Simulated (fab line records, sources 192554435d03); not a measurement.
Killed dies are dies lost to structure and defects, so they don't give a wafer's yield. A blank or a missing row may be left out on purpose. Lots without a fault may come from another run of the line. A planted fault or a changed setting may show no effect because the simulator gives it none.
A struck lot beside a sound one | flow n5_finfet | 37 steps out of a route of 1938
Sound: wafers L668.2, L668.4, L668.6. Struck: wafer L680.1. (L680.3 of the same lot was not struck and is left out.) The cause comes at the end.
At each step with rows: each side's tool, then ch and its chambers, then its first start. Under that, the readings that differ: sound wafers | struck wafers | difference of the means | sigmas: that difference in standard deviations of wafers without a fault.
alike: readings whose means differ by less than 2 such deviations, and words and numbers that are the same on both sides. not compared: withheld readings, readings that some wafer has no value for, bounds like >300 that may hide the same value, and numbers for which the record gives no deviation and whose values overlap.
The two part at a step that has a row with sigmas, a row that says differs or no value, or rows on one side only. Numbers that don't overlap but have no deviation are shown without sigmas and don't part them. A reading that every wafer of one side lacks parts them only if that side has two wafers or more.

first, 10 steps without rows for these wafers: N5_DUMMY_GATE_ETCH_44 (etches poly-Si in HBr/O2, stops on SiO2, target depth 127.5 nm); N5_DUMMY_GATE_ETCH_42 (etches SiO2 in CHF3/O2, target depth 3.5 nm, time 31 s); N5_DUMMY_GATE_STRIP_48 (strips in N2/H2, time 20 s); N5_DUMMY_GATE_PRECLEAN_33 (cleans in dHF, time 10 s); N5_DUMMY_GATE_PRECLEAN_25 (cleans in O3/DIW, time 45 s); N5_DUMMY_GATE_PRECLEAN_51 (cleans in SC2, time 45 s); N5_DUMMY_GATE_SRD_26 (time 30 s); N5_DUMMY_GATE_UV_OZONE_45 (time 120 s); N5_SPACER0_ALD_07 (deposits SiNx, target thk 2 nm); N5_SPACER0_ALD_00 (deposits SiOCN, target thk 3.5 nm, pulse time 3 s, purge time 2 s).
N5_SPACER0_ALD_08: deposits SiNx, target thk 2 nm.
  sound on ald_sin-02 ch 1,2,3, day 4 00:11; struck on ald_sin-02 ch 0, day 7 02:15
  reading                                  | sound | struck | difference | sigmas
  model.SiNx_of_SPACER0_ALD_08.thk_nm (nm) | 2 2 2 | 3.8    | +1.8       |
  alike: heater_power_outer_w, heater_power_w
then, 18 steps without rows for these wafers: N5_SD_EPI_N_COAT_32 (time 60 s, resist thk 350 nm); N5_SD_EPI_N_COAT_33 (time 60 s, resist thk 35 nm); N5_SD_EPI_N_COAT_03 (resist thk 150 nm); N5_SD_EPI_N_EBR_05; N5_SD_EPI_N_SOFTBAKE_04 (time 60 s); N5_SD_EPI_N_EXPOSE_06 (exposes mask SD N BLK, target cd 120 nm); N5_SD_EPI_N_PEB_07 (peb time 60 s); N5_SD_EPI_N_DEVELOP_08 (develop time 30 s); N5_SD_EPI_N_DESCUM_14 (chemistry O2, time 7.9 s); N5_SD_EPI_N_ETCH_34 (etches SiARC in CF4, target depth 45.5 nm, time 75.8 s); N5_SD_EPI_N_ETCH_35 (etches SOC in N2/H2, overetch 108 nm, time 486 s); N5_SD_EPI_N_STRIP_36 (strips in N2/H2); N5_SD_EPI_N_ETCHBACK_44 (etches SiNx in CH3F/O2, stops on SiO2, target depth 14.5 nm); N5_SD_EPI_N_ETCH_45 (etches SiOCN in CH3F/O2, target depth 6 nm); N5_SD_EPI_N_ETCH_16 (etches SiO2 in CHF3/O2, target depth 5 nm); N5_SD_EPI_N_STRIP_47 (strips in CHF3/O2); N5_SD_EPI_N_SD_RECESS_17 (chemistry HBr/Cl2/O2, target depth 41 nm, time 23.7 s, bt time 3 s); N5_SD_EPI_N_STRIP_38 (strips in N2/H2).
N5_SD_EPI_N_WET_ETCH_43: etches SiO2 in dHF, time 14 s, target depth 1.5 nm.
  sound on wet_bench-01 ch 0,4,7, day 4 02:32; struck on wet_bench-05 ch 4, day 7 03:38
  reading                                  | sound       | struck | difference | sigmas
  model.SiNx_of_SPACER0_ALD_08.thk_nm (nm) | 1.6 1.6 1.6 | 3.2    | +1.6       |
then, 5 steps without rows for these wafers: N5_SD_EPI_N_STRIP_18 (strips in SPM, time 750 s); N5_SD_EPI_N_SRD_20 (time 30 s); N5_SD_EPI_N_PRECLEAN_48 (cleans in NF3:NH3, afs cycles 2, time 20 s, sublimation time 60 s); N5_SD_EPI_N_VAPOR_ETCH_50 (etches Si in HCl, time 54 s); N5_SD_EPI_N_EPI_21 (deposits Si:P, time 690 s).
-- the record jumps here: 5 days lie between the struck wafers' starts before and after (it left off in module SD_EPI_N and takes up again in module BEOL_M4, whose first step shown is number 1111 of the route) --
N5_BEOL_M4_RC_MEAS_101:
  sound on prober-02 ch 0, day 8 20:44; struck on prober-02 ch 0, day 11 22:40
  reading         | sound             | struck | difference | sigmas
  DIBL_N (mV/V)   | 38.9 41.6 37.1    | 32.4   | -6.8       | -3
  IOFF_N (nA/um)  | 0.23 0.28 0.17    | 0.10   | -0.13      | -2
  IOFF_P (nA/um)  | 0.30 0.39 0.23    | 0.12   | -0.19      | -3
  ION_N (uA/um)   | 696 689 676       | 638    | -49        | -3
  ION_P (uA/um)   | 482 470 466       | 431    | -42        | -4
  REXT_N (ohm.um) | 75.4 77.3 75.6    | 96.8   | +20.7      | +12
  REXT_P (ohm.um) | 102.5 103.5 101.6 | 131.4  | +28.9      | +10
  SS_P (mV/dec)   | 75.0 75.5 73.8    | 72.8   | -2.0       | -2
  VT_N (mV)       | 243 242 247       | 259    | +15        | +3
  VT_N_LVT (mV)   | 90 89 96          | 107    | +15        | +3
  VT_P (mV)       | -243 -244 -248    | -262   | -17        | -5
  VT_P_LVT (mV)   | -91 -89 -95       | -110   | -18        | -6
  alike: DIBL_P, SS_N
-- the record jumps here: 5 days lie between the struck wafers' starts before and after (it left off in module BEOL_M4 and takes up again in module PASSIVATION, whose first step shown is number 1936 of the route) --
N5_PASSIVATION_PROBE_49:
  sound on prober-02, day 13 16:41; struck on prober-02, day 16 20:34
  reading              | sound          | struck | difference | sigmas
  killed_at_contacts   | 16 12 21       | 31     | +15        | +3
  sort_bin_8_speed (%) | 0 0 0          | 39.32  | +39.32     | +99 or more
  sort_n_pass          | 1084 1086 1054 | 591    | -484       | -17
  sort_yield_pct (%)   | 91.9 92.0 89.3 | 50.1   | -41.0      | -17
  alike: defect_limited_yield, killed_at_M0_to_M3, killed_at_M4_up, killed_at_front_end, killed_at_other, killed_dies, killed_on_rim, killed_open, killed_short, sort_bin_4_leakage, sort_bin_5_function, sort_bin_6_memory

WHERE THEY PART
First at N5_BEOL_M4_RC_MEAS_101; last, within this record, at N5_PASSIVATION_PROBE_49.

WHY: what the simulator had put in
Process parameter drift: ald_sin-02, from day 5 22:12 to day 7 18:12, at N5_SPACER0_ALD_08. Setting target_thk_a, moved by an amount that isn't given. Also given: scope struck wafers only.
